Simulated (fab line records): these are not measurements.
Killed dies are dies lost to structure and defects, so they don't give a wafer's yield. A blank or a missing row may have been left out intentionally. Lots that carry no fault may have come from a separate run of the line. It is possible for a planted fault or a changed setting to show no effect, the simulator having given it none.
Lot-split experiment || flow n5_finfet || on a route of 1938 steps: 7 lots, 39 wafers read

## SPLIT DETAILS
At N5_BEOL_M13_SPUTTER_44 (material Ta, target thk 10 nm, time 16.13 s), the setting time_s was moved away from the recipe's 16.13 s on 15 of the 39 wafers read, by -47.3% to +51.5%. For the rest of the wafers, this setting stayed at what the recipe calls for.

## FROM THE SPLIT TO THE READING: what the file shows between them, 3 steps
- N5_BEOL_M13_SPUTTER_45: material Cu, target thk 80 nm, time 13.33 s
- N5_BEOL_M13_ECD_47: material Cu, target thk 936 nm
- N5_BEOL_M13_ANNEAL_48: time 90 s

## THE READING
barrier_field_endpoint_s, in s, at N5_BEOL_M13_CMP_49 (polishes, stops on SiOC, t overpolish 17.1 s, target thk 420 nm). Fault-free wafers of this fab line usually give 30.3 s, standard deviation 0.69 s.

{"wafer": "L074.3", "tool, chamber at the split": "pvd_sputter-03, -", "time_s as run, s": 16.13, "against the recipe": "recipe", "barrier_field_endpoint_s, s": 30.0, "against lot-mates on the recipe": "-"}
{"wafer": "L074.2", "tool, chamber at the split": "pvd_sputter-03, -", "time_s as run, s": 16.13, "against the recipe": "recipe", "barrier_field_endpoint_s, s": 30.3, "against lot-mates on the recipe": "-"}
{"wafer": "L074.4", "tool, chamber at the split": "pvd_sputter-03, -", "time_s as run, s": 13.39, "against the recipe": "-17.0%", "barrier_field_endpoint_s, s": 28.0, "against lot-mates on the recipe": -1.8}
{"wafer": "L074.1", "tool, chamber at the split": "pvd_sputter-03, -", "time_s as run, s": 13.39, "against the recipe": "-17.0%", "barrier_field_endpoint_s, s": 27.7, "against lot-mates on the recipe": -2.1}
{"wafer": "L074.6", "tool, chamber at the split": "pvd_sputter-03, -", "time_s as run, s": 16.13, "against the recipe": "recipe", "barrier_field_endpoint_s, s": 29.2, "against lot-mates on the recipe": "-"}
{"wafer": "L074.5", "tool, chamber at the split": "pvd_sputter-03, -", "time_s as run, s": 13.39, "against the recipe": "-17.0%", "barrier_field_endpoint_s, s": 28.5, "against lot-mates on the recipe": -1.3}
{"wafer": "L075.3", "tool, chamber at the split": "pvd_sputter-01, -", "time_s as run, s": 16.13, "against the recipe": "recipe", "barrier_field_endpoint_s, s": 31.6, "against lot-mates on the recipe": "-"}
{"wafer": "L075.4", "tool, chamber at the split": "pvd_sputter-01, -", "time_s as run, s": 16.13, "against the recipe": "recipe", "barrier_field_endpoint_s, s": 31.1, "against lot-mates on the recipe": "-"}
{"wafer": "L075.1", "tool, chamber at the split": "pvd_sputter-01, -", "time_s as run, s": 24.05, "against the recipe": "+49.1%", "barrier_field_endpoint_s, s": 37.1, "against lot-mates on the recipe": "+5.9"}
{"wafer": "L075.2", "tool, chamber at the split": "pvd_sputter-01, -", "time_s as run, s": 16.13, "against the recipe": "recipe", "barrier_field_endpoint_s, s": 30.8, "against lot-mates on the recipe": "-"}
{"wafer": "L075.6", "tool, chamber at the split": "pvd_sputter-01, -", "time_s as run, s": 24.05, "against the recipe": "+49.1%", "barrier_field_endpoint_s, s": 37.7, "against lot-mates on the recipe": "+6.5"}
{"wafer": "L075.5", "tool, chamber at the split": "pvd_sputter-01, -", "time_s as run, s": 24.05, "against the recipe": "+49.1%", "barrier_field_endpoint_s, s": 37.4, "against lot-mates on the recipe": "+6.2"}
{"wafer": "L076.4", "tool, chamber at the split": "pvd_sputter-02, -", "time_s as run, s": 16.13, "against the recipe": "recipe", "barrier_field_endpoint_s, s": 30.6, "against lot-mates on the recipe": "-"}
{"wafer": "L076.3", "tool, chamber at the split": "pvd_sputter-02, -", "time_s as run, s": 16.13, "against the recipe": "recipe", "barrier_field_endpoint_s, s": 30.4, "against lot-mates on the recipe": "-"}
{"wafer": "L076.2", "tool, chamber at the split": "pvd_sputter-02, -", "time_s as run, s": 16.13, "against the recipe": "recipe", "barrier_field_endpoint_s, s": 30.2, "against lot-mates on the recipe": "-"}
{"wafer": "L076.1", "tool, chamber at the split": "pvd_sputter-02, -", "time_s as run, s": 16.13, "against the recipe": "recipe", "barrier_field_endpoint_s, s": 29.5, "against lot-mates on the recipe": "-"}
{"wafer": "L076.5", "tool, chamber at the split": "pvd_sputter-02, -", "time_s as run, s": 16.13, "against the recipe": "recipe", "barrier_field_endpoint_s, s": 31.2, "against lot-mates on the recipe": "-"}
{"wafer": "L076.6", "tool, chamber at the split": "pvd_sputter-02, -", "time_s as run, s": 16.13, "against the recipe": "recipe", "barrier_field_endpoint_s, s": 30.2, "against lot-mates on the recipe": "-"}
{"wafer": "L079.4", "tool, chamber at the split": "pvd_sputter-01, -", "time_s as run, s": 20.29, "against the recipe": "+25.8%", "barrier_field_endpoint_s, s": 34.7, "against lot-mates on the recipe": "+3.6"}
{"wafer": "L079.1", "tool, chamber at the split": "pvd_sputter-01, -", "time_s as run, s": 16.13, "against the recipe": "recipe", "barrier_field_endpoint_s, s": 30.5, "against lot-mates on the recipe": "-"}
{"wafer": "L079.2", "tool, chamber at the split": "pvd_sputter-01, -", "time_s as run, s": 16.13, "against the recipe": "recipe", "barrier_field_endpoint_s, s": 30.8, "against lot-mates on the recipe": "-"}
{"wafer": "L079.3", "tool, chamber at the split": "pvd_sputter-01, -", "time_s as run, s": 20.29, "against the recipe": "+25.8%", "barrier_field_endpoint_s, s": 34.1, "against lot-mates on the recipe": "+3.0"}
{"wafer": "L079.5", "tool, chamber at the split": "pvd_sputter-01, -", "time_s as run, s": 16.13, "against the recipe": "recipe", "barrier_field_endpoint_s, s": 31.9, "against lot-mates on the recipe": "-"}
{"wafer": "L079.6", "tool, chamber at the split": "pvd_sputter-01, -", "time_s as run, s": 20.29, "against the recipe": "+25.8%", "barrier_field_endpoint_s, s": 34.0, "against lot-mates on the recipe": "+2.9"}
{"wafer": "L086.3", "tool, chamber at the split": "pvd_sputter-02, -", "time_s as run, s": 16.13, "against the recipe": "recipe", "barrier_field_endpoint_s, s": 31.1, "against lot-mates on the recipe": "-"}
{"wafer": "L086.2", "tool, chamber at the split": "pvd_sputter-02, -", "time_s as run, s": 16.13, "against the recipe": "recipe", "barrier_field_endpoint_s, s": 30.6, "against lot-mates on the recipe": "-"}
{"wafer": "L086.1", "tool, chamber at the split": "pvd_sputter-02, -", "time_s as run, s": 8.503, "against the recipe": "-47.3%", "barrier_field_endpoint_s, s": 24.4, "against lot-mates on the recipe": -6.4}
{"wafer": "L086.4", "tool, chamber at the split": "pvd_sputter-02, -", "time_s as run, s": 8.503, "against the recipe": "-47.3%", "barrier_field_endpoint_s, s": 24.9, "against lot-mates on the recipe": -5.9}
{"wafer": "L086.5", "tool, chamber at the split": "pvd_sputter-02, -", "time_s as run, s": 8.503, "against the recipe": "-47.3%", "barrier_field_endpoint_s, s": 25.1, "against lot-mates on the recipe": -5.7}
{"wafer": "L086.6", "tool, chamber at the split": "pvd_sputter-02, -", "time_s as run, s": 16.13, "against the recipe": "recipe", "barrier_field_endpoint_s, s": 30.8, "against lot-mates on the recipe": "-"}
{"wafer": "L092.1", "tool, chamber at the split": "pvd_sputter-01, -", "time_s as run, s": 16.13, "against the recipe": "recipe", "barrier_field_endpoint_s, s": 30.4, "against lot-mates on the recipe": "-"}
{"wafer": "L092.5", "tool, chamber at the split": "pvd_sputter-01, -", "time_s as run, s": 16.13, "against the recipe": "recipe", "barrier_field_endpoint_s, s": 30.7, "against lot-mates on the recipe": "-"}
{"wafer": "L092.6", "tool, chamber at the split": "pvd_sputter-01, -", "time_s as run, s": 16.13, "against the recipe": "recipe", "barrier_field_endpoint_s, s": 31.4, "against lot-mates on the recipe": "-"}
{"wafer": "L097.1", "tool, chamber at the split": "pvd_sputter-02, -", "time_s as run, s": 16.13, "against the recipe": "recipe", "barrier_field_endpoint_s, s": 30.6, "against lot-mates on the recipe": "-"}
{"wafer": "L097.4", "tool, chamber at the split": "pvd_sputter-02, -", "time_s as run, s": 16.13, "against the recipe": "recipe", "barrier_field_endpoint_s, s": 31.5, "against lot-mates on the recipe": "-"}
{"wafer": "L097.3", "tool, chamber at the split": "pvd_sputter-02, -", "time_s as run, s": 16.13, "against the recipe": "recipe", "barrier_field_endpoint_s, s": 31.6, "against lot-mates on the recipe": "-"}
{"wafer": "L097.2", "tool, chamber at the split": "pvd_sputter-02, -", "time_s as run, s": 24.43, "against the recipe": "+51.5%", "barrier_field_endpoint_s, s": 37.4, "against lot-mates on the recipe": "+6.2"}
{"wafer": "L097.5", "tool, chamber at the split": "pvd_sputter-02, -", "time_s as run, s": 24.43, "against the recipe": "+51.5%", "barrier_field_endpoint_s, s": 37.1, "against lot-mates on the recipe": "+5.9"}
{"wafer": "L097.6", "tool, chamber at the split": "pvd_sputter-02, -", "time_s as run, s": 24.43, "against the recipe": "+51.5%", "barrier_field_endpoint_s, s": 38.0, "against lot-mates on the recipe": "+6.8"}

THE FIT
A straight line over all 39 wafers: barrier_field_endpoint_s changes by +0.132 s for each +1% of time_s; r = +0.99; the points scatter about the line by 0.58 s.
The same after taking each lot's own level away (the mean of its wafers on the recipe; 39 wafers): +0.124 s for each +1%; r = +0.99; scatter 0.43 s.
Per that fit: largest time_s move, reading shift of 6.4 s.
Measured against the standard deviation above, the lots' own levels, which go from 29.83 to 31.23 s, span 2.0 times it.
The two slopes are in agreement: the lot-to-lot level therefore moves the slope only a little.
Check: with one of the wafers moved furthest among these (+51.5%) left out of the fit, the line predicts +6.44 s for it against its lot-mates. Against them it came out at +6.17 s.

## FURTHER SPLITS ON THESE WAFERS
Other splits were also applied to these wafers ahead of the reading. Each is held against what the fit with the lots' levels taken away leaves over:
{"other split on the same wafers": "N5_BEOL_M7_ILD_DEP_00 target_thk_a", "wafers away from the commonest value": 18, "r with barrier_field_endpoint_s (lot level and that fit taken away)": -0.17}
{"other split on the same wafers": "N5_BEOL_M8_ETCH_66 target_depth_a", "wafers away from the commonest value": 15, "r with barrier_field_endpoint_s (lot level and that fit taken away)": -0.08}
{"other split on the same wafers": "N5_BEOL_M12_ETCH_59 target_depth_a", "wafers away from the commonest value": 18, "r with barrier_field_endpoint_s (lot level and that fit taken away)": "+0.00"}

## THE WHOLE CHAIN: every reading that the file lists as answering this split, in the file's order
{"step": "N5_BEOL_M13_SPUTTER_44", "what it does": "material Ta, target thk 10 nm, time 16.13 s", "reading": "Ta_of_BEOL_M13_SPUTTER_44.thk_nm (the simulator's own value, which no gauge read)", "change (the file's fit)": "+0.0997 nm for each +1% of the setting", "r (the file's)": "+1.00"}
{"step": "N5_BEOL_M13_CMP_49", "what it does": "polishes, stops on SiOC, t overpolish 17.1 s, target thk 420 nm", "reading": "barrier_field_endpoint_s", "change (the file's fit)": "+0.125 s for each +1% of the setting", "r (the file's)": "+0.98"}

## THE FILE'S OWN FIT
barrier_field_endpoint_s changes by +0.125 s for each +1% of time_s, r = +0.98.
